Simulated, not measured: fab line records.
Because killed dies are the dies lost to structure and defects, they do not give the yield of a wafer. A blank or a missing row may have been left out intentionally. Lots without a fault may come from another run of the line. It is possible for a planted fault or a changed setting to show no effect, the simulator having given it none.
fab line records | flow n5-finfet
record: lots: 7 | wafers: 21
route steps=1938 shown BEOL_M4@1050 BEOL_M5@1117 BEOL_M6@1233 BEOL_M8@1332
start-h: hours from the record's first day to the start of the lot's first wafer shown | wait-h: how many hours have passed since the lot's step before this one | " same as the row above | L1.1+2: several wafers, shown together as one row | - no value present, or no start provided | * or withheld: withheld | < > ~ a bound
route shown NAME@n: names a module that has steps shown in the file, with the first one's number in the route | usual: mean and standard deviation over wafers with no fault | same: alike in all rows | chamber/n: place in a boat | sites: each site's reading | _std_site: the values' standard deviation | _edge_site: inner sites' mean taken away from outer sites' mean | radius-mm: for every site, how far away it sits from the centre of the wafer | mask NAME#n: copy n | behind: the last tool/chamber to shape the wafer | hold: why the lot went on hold/how many hours it stayed there/how the hold came to an end | device: names the non-switching transistor (n, p or np) | end of line: at the end of the route, the tests of the same wafers | where a step has no rows: the recipe by itself | killed: dies lost to structure and defects at the first sort, not the wafer's yield | map: per-die view of a wafer (x killed, . not killed, _ where there is no die)
set.NAME: setting as actually run; set.NAME@STEP: the setting as run at that earlier step | model.NAME: the simulator's own value behind a step, which no gauge read
one table per step and one row per wafer, for lots whose settings were changed on purpose
== steps ==
step: N5_BEOL_M4_COAT_22
recipe: resist: CAR-EUV | spin-rpm: 1500 | resist-thk-nm: 30
lot.wafer  | tool           | chamber | start-h | wait-h | set.spin-rpm | model.CAR-EUV_of_BEOL_M4_COAT_22.thk-nm
L077.1+3+4 | litho-track-05 | 0       | -       | -      | 1452         | 30.4
L078.1+4   | litho-track-02 | 0       | -       | -      | 1456         | 30.4
L078.2     | "              | 0       | "       | "      | 1500         | 30
L079.1+2+6 | litho-track-03 | 0       | -       | -      | 1500         | 30
L082.2     | litho-track-03 | 0       | -       | -      | 1500         | 30.2
L082.4+5   | "              | 0       | "       | "      | 1500         | 30
L083.1     | litho-track-05 | 0       | -       | -      | 1606         | 29
L083.2     | "              | 0       | "       | "      | 1500         | 30
L083.6     | "              | 0       | "       | "      | 1500         | 30.2
L087.1+2   | litho-track-03 | 0       | -       | -      | 1647         | 28.6
L087.4     | "              | 0       | "       | "      | 1500         | 29.8
L089.1+2+4 | litho-track-05 | 0       | -       | -      | 1500         | 30
step: N5_BEOL_M4_EBR_24
recipe: solvent: PGMEA | ebr-width-mm: 1.5
step: N5_BEOL_M4_SOFTBAKE_23
recipe: temp-c: 110 | time-s: 60 | resist: CAR-EUV
step: N5_BEOL_M4_EXPOSE_25
recipe: mask-id: V3 | na: 0.33 | source-shape: quasar | sigma-inner: 0.2 | sigma-outer: 0.8 | polarization: unpolarized | defocus-nm: 5 | dose-mj: 63
step: N5_BEOL_M4_PEB_26
recipe: peb-temp-c: 100 | peb-time-s: 60 | resist: CAR-EUV
step: N5_BEOL_M4_DEVELOP_27
recipe: develop-time-s: 30 | developer: TMAH | resist: CAR-EUV | rinse-liquid: surfactant-rinse | dry: air-spin | dev-temp-c: 23
lot.wafer  | tool           | chamber | start-h | wait-h | set.spin-rpm@BEOL_M4_COAT_22 | model.CAR-EUV_of_BEOL_M4_COAT_22.thk-nm
L077.1+3+4 | litho-track-03 | 0       | -       | -      | 1452                         | 30
L078.1+4   | litho-track-02 | 0       | -       | -      | 1456                         | 30
L078.2     | "              | 0       | "       | "      | 1500                         | 29.6
L079.1+2+6 | litho-track-05 | 0       | -       | -      | 1500                         | 29.6
L082.2+4+5 | litho-track-05 | 0       | -       | -      | 1500                         | 29.6
L083.1     | litho-track-05 | 0       | -       | -      | 1606                         | 28.6
L083.2+6   | "              | 0       | "       | "      | 1500                         | 29.6
L087.1     | litho-track-05 | 0       | -       | -      | 1647                         | 28.2
L087.2     | "              | 0       | "       | "      | 1647                         | 28
L087.4     | "              | 0       | "       | "      | 1500                         | 29.4
L089.1+2+4 | litho-track-02 | 0       | -       | -      | 1500                         | 29.6
step: N5_BEOL_M4_DESCUM_33
recipe: chemistry: O2 | time-s: 7 | source-power-w: 50 | bias-power-w: 20 | pressure-mtorr: 20 | rf-frequency-hz: 2.712e+07 | temp-c: 40 | resist: CAR-EUV | o2-flow-sccm: 225
lot.wafer | tool        | chamber | start-h | wait-h | set.time-s | set.spin-rpm@BEOL_M4_COAT_22 | model.CAR-EUV_of_BEOL_M4_COAT_22.thk-nm
L077.1    | rie-diel-06 | 2       | 178.95  | 0.0    | 7          | 1452                         | 26.6
L077.3+4  | "           | 3,1     | "       | "      | 7          | 1452                         | 26.4
L078.1    | rie-diel-06 | 2       | 185.06  | 0.0    | 6.486      | 1456                         | 26.8
L078.2    | "           | 0       | "       | "      | 7          | 1500                         | 26
L078.4    | "           | 1       | "       | "      | 7          | 1456                         | 26.6
L079.1+6  | rie-diel-05 | 0,2     | 197.46  | 0.7    | 7          | 1500                         | 26
L079.2    | "           | 2       | "       | "      | 8.231      | 1500                         | 25.6
L082.2+4  | rie-diel-06 | 1,2     | 219.42  | 0.0    | 7          | 1500                         | 26.2
L082.5    | "           | 1       | "       | "      | 7          | 1500                         | 26
L083.1    | rie-diel-04 | 3       | 225.19  | 0.1    | 5.836      | 1606                         | 25.8
L083.2    | "           | 0       | "       | "      | 5.836      | 1500                         | 26.8
L083.6    | "           | 2       | "       | "      | 7          | 1500                         | 26.2
L087.1    | rie-diel-04 | 3       | 238.18  | 0.2    | 6.455      | 1647                         | 25
L087.2    | "           | 2       | "       | "      | 7          | 1647                         | 24.8
L087.4    | "           | 2       | "       | "      | 6.455      | 1500                         | 26.4
L089.1    | rie-diel-06 | 0       | 247.42  | 0.0    | 6.5        | 1500                         | 26.2
L089.2    | "           | 1       | "       | "      | 7          | 1500                         | 26
L089.4    | "           | 2       | "       | "      | 6.5        | 1500                         | 26.4
step: N5_BEOL_M4_ETCH_77
recipe: chemistry: N2/H2 | target: underlayer | target-depth-a: 65 | mask-material: CAR-EUV | time-s: 5.2 | ion-energy-ev: 200 | pressure-mtorr: 30 | source-w: 840 | bias-w: 150 | n2-flow-sccm: 200 | h2-flow-sccm: 200 | ends: cleared
lot.wafer | tool        | chamber | start-h | wait-h | set.spin-rpm@BEOL_M4_COAT_76 | model.etch.depth-nm
L077.1    | rie-diel-06 | 2       | 178.99  | 0.0    | 1500                         | 4.994
L077.3+4  | "           | 3,1     | "       | "      | 1589                         | 4.856
L078.1    | rie-diel-06 | 2       | 185.09  | 0.0    | 1399                         | 5.152
L078.2    | "           | 0       | "       | "      | 1399                         | 5.157
L078.4    | "           | 1       | "       | "      | 1399                         | 5.164
L079.1    | rie-diel-05 | 0       | 197.49  | 0.0    | 1645                         | 4.756
L079.2    | "           | 2       | "       | "      | 1500                         | 4.962
L079.6    | "           | 2       | "       | "      | 1500                         | 4.974
L082.2    | rie-diel-06 | 1       | 219.45  | 0.0    | 1500                         | 5.01
L082.4    | "           | 2       | "       | "      | 1500                         | 5.017
L082.5    | "           | 1       | "       | "      | 1500                         | 5.022
L083.1+2  | rie-diel-04 | 3,0     | 225.22  | 0.0    | 1500                         | 5.029
L083.6    | "           | 2       | "       | "      | 1500                         | 5.015
L087.1    | rie-diel-04 | 3       | 238.21  | 0.0    | 1624                         | 4.781
L087.2    | "           | 2       | "       | "      | 1624                         | 4.795
L087.4    | "           | 2       | "       | "      | 1500                         | 4.985
L089.1    | rie-diel-06 | 0       | 247.46  | 0.0    | 1606                         | 4.823
L089.2    | "           | 1       | "       | "      | 1500                         | 4.997
L089.4    | "           | 2       | "       | "      | 1500                         | 5.003
step: N5_BEOL_M5_COAT_59
recipe: resist: SOC | temp-c: 250 | time-s: 60 | spin-rpm: 1500 | resist-thk-nm: 60
lot.wafer | tool           | chamber | start-h | wait-h | set.spin-rpm | model.SOC_of_BEOL_M5_COAT_59.thk-nm
L077.1    | litho-track-04 | 0       | 199.76  | 0.1    | 1500         | 60.2
L077.3    | "              | 0       | "       | "      | 1332         | 63.6
L077.4    | "              | 0       | "       | "      | 1500         | 59.8
L078.1    | litho-track-05 | 0       | 202.98  | 0.1    | 1342         | 63.6
L078.2    | "              | 0       | "       | "      | 1342         | 63.4
L078.4    | "              | 0       | "       | "      | 1500         | 60
L079.1+2  | litho-track-04 | 0       | 206.28  | 0.1    | 1564         | 59
L079.6    | "              | 0       | "       | "      | 1500         | 60.2
L082.2+4  | litho-track-05 | 0       | 227.00  | 0.1    | 1500         | 60.2
L082.5    | "              | 0       | "       | "      | 1500         | 60
L083.1    | litho-track-01 | 0       | 232.73  | 0.1    | 1500         | 60
L083.2+6  | "              | 0       | "       | "      | 1410         | 62
L087.1+4  | litho-track-05 | 0       | 249.82  | 0.1    | 1354         | 63.2
L087.2    | "              | 0       | "       | "      | 1354         | 63
L089.1+2  | litho-track-04 | 0       | 256.27  | 0.1    | 1500         | 59.8
L089.4    | "              | 0       | "       | "      | 1624         | 57.6
step: N5_BEOL_M5_COAT_71
recipe: resist: underlayer | temp-c: 205 | time-s: 60 | spin-rpm: 1500 | resist-thk-nm: 5
lot.wafer  | tool           | chamber | start-h | wait-h | set.spin-rpm
L077.1+4   | litho-track-04 | 0       | -       | -      | 1550
L077.3     | "              | 0       | "       | "      | 1500
L078.1+2+4 | litho-track-05 | 0       | -       | -      | 1500
L079.1+6   | litho-track-04 | 0       | -       | -      | 1500
L079.2     | "              | 0       | "       | "      | 1586
L082.2+4+5 | litho-track-05 | 0       | -       | -      | 1500
L083.1     | litho-track-01 | 0       | -       | -      | 1500
L083.2+6   | "              | 0       | "       | "      | 1453
L087.1     | litho-track-05 | 0       | -       | -      | 1500
L087.2+4   | "              | 0       | "       | "      | 1631
L089.1+4   | litho-track-04 | 0       | -       | -      | 1543
L089.2     | "              | 0       | "       | "      | 1500
step: N5_BEOL_M5_COAT_05
recipe: resist: CAR-EUV | spin-rpm: 1500 | resist-thk-nm: 30
step: N5_BEOL_M5_EBR_07
recipe: solvent: PGMEA | ebr-width-mm: 1.5
step: N5_BEOL_M5_DESCUM_16
recipe: chemistry: O2 | time-s: 7 | source-power-w: 50 | bias-power-w: 20 | pressure-mtorr: 20 | rf-frequency-hz: 2.712e+07 | temp-c: 40 | resist: CAR-EUV | o2-flow-sccm: 225
step: N5_BEOL_M5_ETCH_72
recipe: chemistry: N2/H2 | target: underlayer | target-depth-a: 65 | mask-material: CAR-EUV | time-s: 5.2 | ion-energy-ev: 200 | pressure-mtorr: 30 | source-w: 840 | bias-w: 150 | n2-flow-sccm: 200 | h2-flow-sccm: 200 | ends: cleared
lot.wafer | tool        | chamber | start-h | wait-h | set.spin-rpm@BEOL_M5_COAT_71 | model.etch.depth-nm
L077.1    | rie-diel-02 | 2       | 201.18  | 0.0    | 1550                         | 4.945
L077.3    | "           | 3       | "       | "      | 1500                         | 5.037
L077.4    | "           | 1       | "       | "      | 1550                         | 4.943
L078.1    | rie-diel-02 | 2       | 203.66  | 0.0    | 1500                         | 5.015
L078.2    | "           | 3       | "       | "      | 1500                         | 5.03
L078.4    | "           | 3       | "       | "      | 1500                         | 5.019
L079.1    | rie-diel-03 | 0       | 206.89  | 0.0    | 1500                         | 5.04
L079.2    | "           | 1       | "       | "      | 1586                         | 4.891
L079.6    | "           | 0       | "       | "      | 1500                         | 5.033
L082.2    | rie-diel-03 | 2       | 227.43  | 0.0    | 1500                         | 4.994
L082.4    | "           | 3       | "       | "      | 1500                         | 4.987
L082.5    | "           | 2       | "       | "      | 1500                         | 4.996
L083.1    | rie-diel-03 | 0       | 233.28  | 0.0    | 1500                         | 4.985
L083.2    | "           | 3       | "       | "      | 1453                         | 5.068
L083.6    | "           | 3       | "       | "      | 1453                         | 5.088
L087.1    | rie-diel-01 | 1       | 250.26  | 0.0    | 1500                         | 4.993
L087.2    | "           | 2       | "       | "      | 1631                         | 4.793
L087.4    | "           | 1       | "       | "      | 1631                         | 4.807
L089.1    | rie-diel-01 | 0       | 256.84  | 0.0    | 1543                         | 4.948
L089.2    | "           | 2       | "       | "      | 1500                         | 5.017
L089.4    | "           | 0       | "       | "      | 1543                         | 4.94
step: N5_BEOL_M5_ETCH_61
recipe: chemistry: CF4 | target: SiARC | target-depth-a: 156 | mask-material: CAR-EUV | time-s: 26 | ion-energy-ev: 80 | pressure-mtorr: 40 | source-w: 545 | bias-w: 36 | Ar_flow_sccm: 100 | cf4-flow-sccm: 100 | ends: cleared
step: N5_BEOL_M5_ETCH_62
recipe: chemistry: N2/H2 | target: SOC | target-depth-a: 750 | overetch-a: 150 | mask-material: SiARC | temp-c: 40 | time-s: 112.5 | ion-energy-ev: 200 | pressure-mtorr: 30 | source-w: 840 | bias-w: 150 | n2-flow-sccm: 200 | h2-flow-sccm: 200
lot.wafer | tool        | chamber | start-h | wait-h | set.spin-rpm@BEOL_M5_COAT_59 | model.etch.depth-nm
L077.1    | rie-diel-02 | 2       | 201.23  | 0.0    | 1500                         | 60.13
L077.3    | "           | 3       | "       | "      | 1332                         | 63.61
L077.4    | "           | 1       | "       | "      | 1500                         | 59.8
L078.1    | rie-diel-02 | 2       | 203.70  | 0.0    | 1342                         | 63.66
L078.2    | "           | 3       | "       | "      | 1342                         | 63.43
L078.4    | "           | 3       | "       | "      | 1500                         | 60.03
L079.1    | rie-diel-03 | 0       | 206.94  | 0.0    | 1564                         | 58.93
L079.2    | "           | 1       | "       | "      | 1564                         | 58.92
L079.6    | "           | 0       | "       | "      | 1500                         | 60.14
L082.2    | rie-diel-03 | 2       | 227.48  | 0.0    | 1500                         | 60.12
L082.4    | "           | 3       | "       | "      | 1500                         | 60.22
L082.5    | "           | 2       | "       | "      | 1500                         | 59.94
L083.1    | rie-diel-03 | 0       | 233.33  | 0.0    | 1500                         | 59.98
L083.2    | "           | 3       | "       | "      | 1410                         | 62.05
L083.6    | "           | 3       | "       | "      | 1410                         | 62.04
L087.1    | rie-diel-01 | 1       | 250.30  | 0.0    | 1354                         | 63.19
L087.2    | "           | 2       | "       | "      | 1354                         | 63.07
L087.4    | "           | 1       | "       | "      | 1354                         | 63.11
L089.1    | rie-diel-01 | 0       | 256.88  | 0.0    | 1500                         | 59.78
L089.2    | "           | 2       | "       | "      | 1500                         | 59.82
L089.4    | "           | 0       | "       | "      | 1624                         | 57.6
step: N5_BEOL_M5_STRIP_63
recipe: chemistry: N2/H2 | temp-c: 40 | n2-flow-sccm: 200 | h2-flow-sccm: 200 | rf-frequency-hz: 6e+07
step: N5_BEOL_M5_STRIP_73
recipe: chemistry: N2/H2 | temp-c: 40 | n2-flow-sccm: 200 | h2-flow-sccm: 200 | rf-frequency-hz: 6e+07
step: N5_BEOL_M5_STRIP_64
recipe: chemistry: CF4 | resist: SiARC | power-w: 300 | bias-power-w: 75 | pressure-mtorr: 50 | cf4-flow-sccm: 150 | rf-frequency-hz: 6e+07
step: N5_BEOL_M5_HM_OPEN_17
recipe: chemistry: Cl2/BCl3 | target-depth-a: 200 | overetch-a: 60 | target: TiN | mask-material: SOC | ion-energy-ev: 150 | pressure-mtorr: 10 | icp-w: 1000 | bias-w: 126 | Cl2_flow_sccm: 53.25 | bcl3-flow-sccm: 21.75 | Ar_flow_sccm: 25
lot.wafer | tool         | chamber | start-h | wait-h | set.spin-rpm@BEOL_M5_COAT_59 | model.SOC_of_BEOL_M5_COAT_59.thk-nm
L077.1    | rie-metal-01 | 0       | 201.40  | 0.0    | 1500                         | 52.2
L077.3    | "            | 0       | "       | "      | 1332                         | 55.8
L077.4    | "            | 1       | "       | "      | 1500                         | 51.6
L078.1    | rie-metal-03 | 0       | 203.87  | 0.0    | 1342                         | 56
L078.2    | "            | 1       | "       | "      | 1342                         | 55.6
L078.4    | "            | 0       | "       | "      | 1500                         | 52.4
L079.1    | rie-metal-01 | 0       | 207.11  | 0.0    | 1564                         | 51
L079.2    | "            | 1       | "       | "      | 1564                         | 50.8
L079.6    | "            | 0       | "       | "      | 1500                         | 52.2
L082.2+4  | rie-metal-01 | 0       | 227.64  | 0.0    | 1500                         | 52.2
L082.5    | "            | 1       | "       | "      | 1500                         | 51.8
L083.1    | rie-metal-02 | 0       | 233.49  | 0.0    | 1500                         | 52.2
L083.2+6  | "            | 1       | "       | "      | 1410                         | 54.6
L087.1+4  | rie-metal-01 | 1       | 250.47  | 0.0    | 1354                         | 55
L087.2    | "            | 0       | "       | "      | 1354                         | 55.2
L089.1    | rie-metal-02 | 1       | 257.05  | 0.0    | 1500                         | 52.4
L089.2    | "            | 0       | "       | "      | 1500                         | 52.2
L089.4    | "            | 0       | "       | "      | 1624                         | 49.8
step: N5_BEOL_M6_ETCH_66
recipe: chemistry: N2/H2 | target: SOC | target-depth-a: 800 | overetch-a: 160 | mask-material: SiARC | temp-c: 40 | time-s: 120 | ion-energy-ev: 200 | pressure-mtorr: 30 | source-w: 840 | bias-w: 150 | n2-flow-sccm: 200 | h2-flow-sccm: 200
usual: rf-vpp-V: 525.2/2.5
lot.wafer | tool        | chamber | start-h | wait-h | set.bias-w | rf-vpp-V
L077.1    | rie-diel-04 | 0       | 215.67  | 0.0    | 150        | 528.7
L077.3    | "           | 2       | "       | "      | 136.5      | 492.1
L077.4    | "           | 3       | "       | "      | 136.5      | 491.2
L078.1    | rie-diel-05 | 3       | 217.08  | 0.0    | 168        | 564.8
L078.2    | "           | 2       | "       | "      | 150        | 525.1
L078.4    | "           | 0       | "       | "      | 150        | 527.3
L079.1    | rie-diel-06 | 2       | 220.41  | 0.0    | 160        | 551.1
L079.2    | "           | 3       | "       | "      | 150        | 524.8
L079.6    | "           | 3       | "       | "      | 150        | 524.3
L082.2    | rie-diel-06 | 2       | 240.84  | 0.0    | 150        | 526.0
L082.4    | "           | 3       | "       | "      | 150        | 525.4
L082.5    | "           | 1       | "       | "      | 150        | 523.9
L083.1    | rie-diel-04 | 3       | 246.93  | 0.0    | 160.3      | 543.7
L083.2    | "           | 0       | "       | "      | 150        | 526.3
L083.6    | "           | 1       | "       | "      | 160.3      | 547.5
L087.1    | rie-diel-05 | 2       | 265.06  | 0.0    | 150        | 526.0
L087.2    | "           | 0       | "       | "      | 133.4      | 490.7
L087.4    | "           | 2       | "       | "      | 150        | 523.3
L089.1    | rie-diel-05 | 2       | 269.34  | 0.0    | 150        | 525.4
L089.2    | "           | 1       | "       | "      | 150        | 530.0
L089.4    | "           | 2       | "       | "      | 162.7      | 553.9
step: N5_BEOL_M8_ILD_DEP_00
recipe: material: SiCOH_lowk | target-thk-a: 1797.5 | temp-c: 300 | precursor: DEMS/porogen | pressure-torr: 5 | rf-w: 500 | time-s: 33.4
lot.wafer | tool     | chamber | start-h | wait-h | set.time-s | model.SiCOH_lowk_of_BEOL_M8_ILD_DEP_00.thk-nm
L078.1    | pecvd-04 | 2       | 227.68  | 0.0    | 33.4       | 174.4
L078.2    | "        | 0       | "       | "      | 33.4       | 179.6
L078.4    | "        | 2       | "       | "      | 35.68      | 188.4
L077.1    | pecvd-02 | 0       | 227.69  | 0.0    | 33.4       | 180.4
L077.3    | "        | 2       | "       | "      | 33.4       | 175.6
L077.4    | "        | 0       | "       | "      | 33.4       | 184.2
L079.1    | pecvd-02 | 0       | 232.93  | 0.0    | 33.4       | 183.8
L079.2    | "        | 1       | "       | "      | 29.33      | 158.4
L079.6    | "        | 2       | "       | "      | 29.33      | 157.8
L082.2    | pecvd-03 | 0       | 251.42  | 0.0    | 33.4       | 177.2
L082.4    | "        | 1       | "       | "      | 33.4       | 178.8
L082.5    | "        | 2       | "       | "      | 33.4       | 179.4
L083.1    | pecvd-03 | 1       | 259.68  | 0.0    | 33.4       | 174.8
L083.2    | "        | 0       | "       | "      | 33.4       | 181.6
L083.6    | "        | 0       | "       | "      | 36.06      | 197.6
L087.1    | pecvd-04 | 1       | 277.74  | 0.0    | 33.4       | 179
L087.2    | "        | 0       | "       | "      | 38.08      | 203.6
L087.4    | "        | 0       | "       | "      | 33.4       | 183.4
L089.1    | pecvd-04 | 0       | 283.10  | 0.0    | 33.4       | 181.2
L089.2    | "        | 1       | "       | "      | 37.54      | 198.6
L089.4    | "        | 0       | "       | "      | 33.4       | 182.4
step: N5_BEOL_M8_CURE_74
recipe: temp-c: 385 | time-s: 240 | ambient: He/Ar | material: SiCOH_lowk
lot.wafer | tool       | chamber | start-h | wait-h | set.time-s@BEOL_M8_ILD_DEP_00 | model.SiCOH_lowk_of_BEOL_M8_ILD_DEP_00.thk-nm
L078.1    | uv-cure-03 | 0       | 227.74  | 0.0    | 33.4                          | 150.4
L078.2    | "          | 0       | "       | "      | 33.4                          | 154.8
L078.4    | "          | 0       | "       | "      | 35.68                         | 162.4
L077.1    | uv-cure-02 | 1       | 227.76  | 0.0    | 33.4                          | 155.6
L077.3    | "          | 1       | "       | "      | 33.4                          | 151.4
L077.4    | "          | 1       | "       | "      | 33.4                          | 159
L079.1    | uv-cure-01 | 0       | 232.99  | 0.0    | 33.4                          | 158.4
L079.2    | "          | 0       | "       | "      | 29.33                         | 136.4
L079.6    | "          | 0       | "       | "      | 29.33                         | 136
L082.2    | uv-cure-01 | 1       | 251.57  | 0.1    | 33.4                          | 152.8
L082.4    | "          | 1       | "       | "      | 33.4                          | 154.2
L082.5    | "          | 1       | "       | "      | 33.4                          | 154.6
L083.1    | uv-cure-03 | 0       | 260.07  | 0.4    | 33.4                          | 150.6
L083.2    | "          | 0       | "       | "      | 33.4                          | 156.6
L083.6    | "          | 0       | "       | "      | 36.06                         | 170.6
L087.1    | uv-cure-01 | 0       | 277.82  | 0.1    | 33.4                          | 154.4
L087.2    | "          | 0       | "       | "      | 38.08                         | 175.8
L087.4    | "          | 0       | "       | "      | 33.4                          | 158.2
L089.1    | uv-cure-02 | 2       | 283.21  | 0.1    | 33.4                          | 156.2
L089.2    | "          | 2       | "       | "      | 37.54                         | 171.4
L089.4    | "          | 2       | "       | "      | 33.4                          | 157.2
step: N5_BEOL_M8_THK_MEAS_01
recipe: reads: SiCOH_lowk_of_BEOL_M8_ILD_DEP_00
usual: M8_ILD_THK: 155.0/2.5
lot.wafer | tool          | chamber | start-h | wait-h | set.time-s@BEOL_M8_ILD_DEP_00 | M8_ILD_THK[nm]
L078.1    | film-metro-02 | -       | 228.25  | 0.4    | 33.4                          | 150.3
L078.2    | "             | -       | "       | "      | 33.4                          | 154.7
L078.4    | "             | -       | "       | "      | 35.68                         | 162.6
L077.1    | film-metro-01 | -       | 228.27  | 0.4    | 33.4                          | 155.4
L077.3    | "             | -       | "       | "      | 33.4                          | 151.4
L077.4    | "             | -       | "       | "      | 33.4                          | 159.0
L079.1    | film-metro-01 | -       | 233.51  | 0.4    | 33.4                          | 158.4
L079.2    | "             | -       | "       | "      | 29.33                         | 136.3
L079.6    | "             | -       | "       | "      | 29.33                         | 136.1
L082.2    | film-metro-01 | -       | 252.00  | 0.4    | 33.4                          | 152.7
L082.4    | "             | -       | "       | "      | 33.4                          | 154.1
L082.5    | "             | -       | "       | "      | 33.4                          | 154.7
L083.1    | film-metro-01 | -       | 261.06  | 0.8    | 33.4                          | 150.8
L083.2    | "             | -       | "       | "      | 33.4                          | 156.7
L083.6    | "             | -       | "       | "      | 36.06                         | 170.6
L087.1    | film-metro-01 | -       | 278.34  | 0.4    | 33.4                          | 154.2
L087.2    | "             | -       | "       | "      | 38.08                         | 175.9
L087.4    | "             | -       | "       | "      | 33.4                          | 158.1
L089.1    | film-metro-02 | -       | 283.72  | 0.4    | 33.4                          | 156.2
L089.2    | "             | -       | "       | "      | 37.54                         | 171.4
L089.4    | "             | -       | "       | "      | 33.4                          | 157.3
step: N5_BEOL_M8_COAT_63
recipe: resist: SOC | temp-c: 250 | time-s: 60 | spin-rpm: 1500 | resist-thk-nm: 60
lot.wafer  | tool           | chamber | start-h | wait-h | set.spin-rpm | model.SOC_of_BEOL_M8_COAT_63.thk-nm
L078.1+2   | litho-track-02 | 0       | 231.37  | 0.5    | 1439         | 61.2
L078.4     | "              | 0       | "       | "      | 1500         | 59.8
L077.1+4   | litho-track-04 | 0       | 231.61  | 0.6    | 1440         | 61.2
L077.3     | "              | 0       | "       | "      | 1440         | 61
L079.1+6   | litho-track-04 | 0       | 240.36  | 4.4    | 1618         | 57.6
L079.2     | "              | 0       | "       | "      | 1618         | 57.8
L082.2+4+5 | litho-track-01 | 0       | 254.43  | 0.7    | 1500         | 60.4
L083.1     | litho-track-02 | 0       | 265.89  | 0.0    | 1500         | 60.2
L083.2     | "              | 0       | "       | "      | 1500         | 59.8
L083.6     | "              | 0       | "       | "      | 1565         | 58.8
L087.1     | litho-track-01 | 0       | 281.02  | 0.0    | 1438         | 61.4
L087.2+4   | "              | 0       | "       | "      | 1500         | 60.2
L089.1     | litho-track-02 | 0       | 285.90  | 0.2    | 1500         | 60
L089.2     | "              | 0       | "       | "      | 1665         | 57
L089.4     | "              | 0       | "       | "      | 1500         | 60.2
== key ==
split: step: N5_BEOL_M4_COAT_22 | setting: spin-rpm | stated: 1500 | by: wafer
response: step: N5_BEOL_M4_COAT_22 | reading: model.CAR-EUV_of_BEOL_M4_COAT_22.thk-nm | change: -0.134 | per: 1% | r: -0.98
response: step: N5_BEOL_M4_DEVELOP_27 | reading: model.CAR-EUV_of_BEOL_M4_COAT_22.thk-nm | change: -0.136 | per: 1% | r: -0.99
response: step: N5_BEOL_M4_DESCUM_33 | reading: model.CAR-EUV_of_BEOL_M4_COAT_22.thk-nm | slope: -0.142 | per: 1% | together-with: time-s@BEOL_M4_DESCUM_33 | explained: 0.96
split: step: N5_BEOL_M4_DESCUM_33 | setting: time-s | stated: 7 | by: wafer
response: step: N5_BEOL_M4_DESCUM_33 | reading: model.CAR-EUV_of_BEOL_M4_COAT_22.thk-nm | slope: -0.0305 | per: 1% | together-with: spin-rpm@BEOL_M4_COAT_22 | explained: 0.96
split: step: N5_BEOL_M5_COAT_59 | setting: spin-rpm | stated: 1500 | by: wafer
response: step: N5_BEOL_M5_COAT_59 | reading: model.SOC_of_BEOL_M5_COAT_59.thk-nm | change: -0.313 | per: 1% | r: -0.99
response: step: N5_BEOL_M5_ETCH_62 | reading: model.etch.depth-nm | change: -0.317 | per: 1% | r: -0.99
response: step: N5_BEOL_M5_HM_OPEN_17 | reading: model.SOC_of_BEOL_M5_COAT_59.thk-nm | change: -0.335 | per: 1% | r: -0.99
split: step: N5_BEOL_M5_COAT_71 | setting: spin-rpm | stated: 1500 | by: wafer
response: step: N5_BEOL_M5_ETCH_72 | reading: model.etch.depth-nm | change: -0.0241 | per: 1% | r: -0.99
split: step: N5_BEOL_M6_ETCH_66 | setting: bias-w | stated: 150 | by: wafer
response: step: N5_BEOL_M6_ETCH_66 | reading: rf-vpp-V | change: +3.33 | per: 1% | r: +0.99
split: step: N5_BEOL_M8_ILD_DEP_00 | setting: time-s | stated: 33.4 | by: wafer
response: step: N5_BEOL_M8_ILD_DEP_00 | reading: model.SiCOH_lowk_of_BEOL_M8_ILD_DEP_00.thk-nm | change: +1.75 | per: 1% | r: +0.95
response: step: N5_BEOL_M8_CURE_74 | reading: model.SiCOH_lowk_of_BEOL_M8_ILD_DEP_00.thk-nm | change: +1.53 | per: 1% | r: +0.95
response: step: N5_BEOL_M8_THK_MEAS_01 | reading: M8_ILD_THK | change: +1.53 | per: 1% | r: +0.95
split: step: N5_BEOL_M8_COAT_63 | setting: spin-rpm | stated: 1500 | by: wafer
response: step: N5_BEOL_M8_COAT_63 | reading: model.SOC_of_BEOL_M8_COAT_63.thk-nm | change: -0.288 | per: 1% | r: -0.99
split outside-this-file step=N5_BEOL_M4_COAT_76 setting=spin-rpm
split outside-this-file: this setting was split too, and the file shows its column; the key of that split is in another file
